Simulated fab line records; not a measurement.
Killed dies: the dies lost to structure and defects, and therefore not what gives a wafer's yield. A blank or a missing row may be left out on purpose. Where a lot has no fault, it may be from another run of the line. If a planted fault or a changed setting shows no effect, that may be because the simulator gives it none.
2 desks looking at one fault || flow n5_finfet || numbers are kept per desk, each desk with only its own; the story behind them comes last

## THE TOOL OWNER'S DESK: litho_track-02
The tool's own readings at N5_BEOL_M1_COAT_22 (resist thk 30 nm): means of the sampled wafers that have a number, for each lot that ran on this tool. Marked OUT: a lot whose mean sits more than 4 standard deviations from the usual mean, which makes it out of limits; the brackets give that distance.
Columns: A = dispense_pressure_kPa at N5_BEOL_M1_COAT_22, usual 51.8 kPa; B = spin_speed_rpm at N5_BEOL_M1_COAT_22, usual 1500.0 rpm
{"lot": "L401", "first seen here": "day 8 16:42", "A": 52.1, "B": 1499.1}
{"lot": "L404", "first seen here": "day 8 17:23", "A": 52.1, "B": 1501.2}
{"lot": "L408", "first seen here": "day 9 20:04", "A": 52.1, "B": "1543.6 (+40) OUT"}
{"lot": "L411", "first seen here": "day 10 12:47", "A": 52.1, "B": "1544.1 (+40) OUT"}
Finding of this desk: L408, L411 out of limits; the first was L408 at day 9 20:04, on spin_speed_rpm at N5_BEOL_M1_COAT_22. Within limits: L401, L404.

## AT THE METROLOGY DESK
Means of the sampled wafers that have a number, per lot and without regard to the tool the lot ran on: this is what the gauges read. Marked OUT: a lot whose mean sits more than 4 standard deviations from the usual mean, which makes it out of limits; the brackets give that distance. It has 10 readings; the 7 that lie furthest out on some lot are the ones shown.
Columns: A = DIBL_P at N5_BEOL_M4_RC_MEAS_101, usual 36.3 mV/V; B = IOFF_N at N5_BEOL_M4_RC_MEAS_101, usual 0.155 nA/um; C = IOFF_P at N5_BEOL_M4_RC_MEAS_101, usual 0.210 nA/um; D = ION_N at N5_BEOL_M4_RC_MEAS_101, usual 677 uA/um; E = ION_P at N5_BEOL_M4_RC_MEAS_101, usual 465 uA/um; F = VT_N at N5_BEOL_M4_RC_MEAS_101, usual 249.9 mV; G = VT_P at N5_BEOL_M4_RC_MEAS_101, usual -250 mV
{"lot": "L393", "first seen here": "day 7 14:26", "A": 37.0, "B": 0.163, "C": 0.206, "D": 677, "E": 464, "F": 250.5, "G": -251}
{"lot": "L401", "first seen here": "day 10 17:23", "A": 35.4, "B": 0.159, "C": 0.246, "D": 678, "E": 475, "F": 248.0, "G": -245}
{"lot": "L403", "first seen here": "day 11 05:05", "A": 35.6, "B": 0.151, "C": 0.224, "D": 678, "E": 471, "F": 250.2, "G": -246}
{"lot": "L404", "first seen here": "day 11 13:34", "A": 36.3, "B": 0.174, "C": 0.236, "D": 681, "E": 469, "F": 248.0, "G": -249}
{"lot": "L408", "first seen here": "day 12 01:39", "A": 37.3, "B": 0.178, "C": 0.264, "D": 687, "E": 475, "F": 246.4, "G": -246}
{"lot": "L407", "first seen here": "day 12 09:59", "A": 37.1, "B": 0.159, "C": 0.226, "D": 676, "E": 468, "F": 249.6, "G": -248}
{"lot": "L409", "first seen here": "day 12 16:52", "A": 35.9, "B": 0.143, "C": 0.177, "D": 669, "E": 452, "F": 253.3, "G": -255}
{"lot": "L411", "first seen here": "day 12 18:44", "A": 37.2, "B": 0.147, "C": 0.210, "D": 675, "E": 464, "F": 251.1, "G": -249}
{"lot": "L416", "first seen here": "day 14 10:47", "A": 35.0, "B": 0.150, "C": 0.182, "D": 668, "E": 456, "F": 250.8, "G": -252}
This desk found nothing out of limits on any of the 9 lots.

## ALL TOGETHER
An alarm could have come from the tool owner's desk at day 9 20:04, on L408, L411.
From the metrology desk's view, nothing was out of limits.
The metrology desk holds a record of L408, L411, inside its limits.
N5_BEOL_M1_COAT_22 was run on litho_track-02 by each of the lots named.

## WHAT THE SIMULATOR PUT IN
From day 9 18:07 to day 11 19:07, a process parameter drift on litho_track-02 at N5_BEOL_M1_COAT_22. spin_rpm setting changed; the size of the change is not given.
Shown lots that were struck: L408, L411.
Each desk's first reading out of limits, in hours after the fault started: the tool owner's desk, 2.
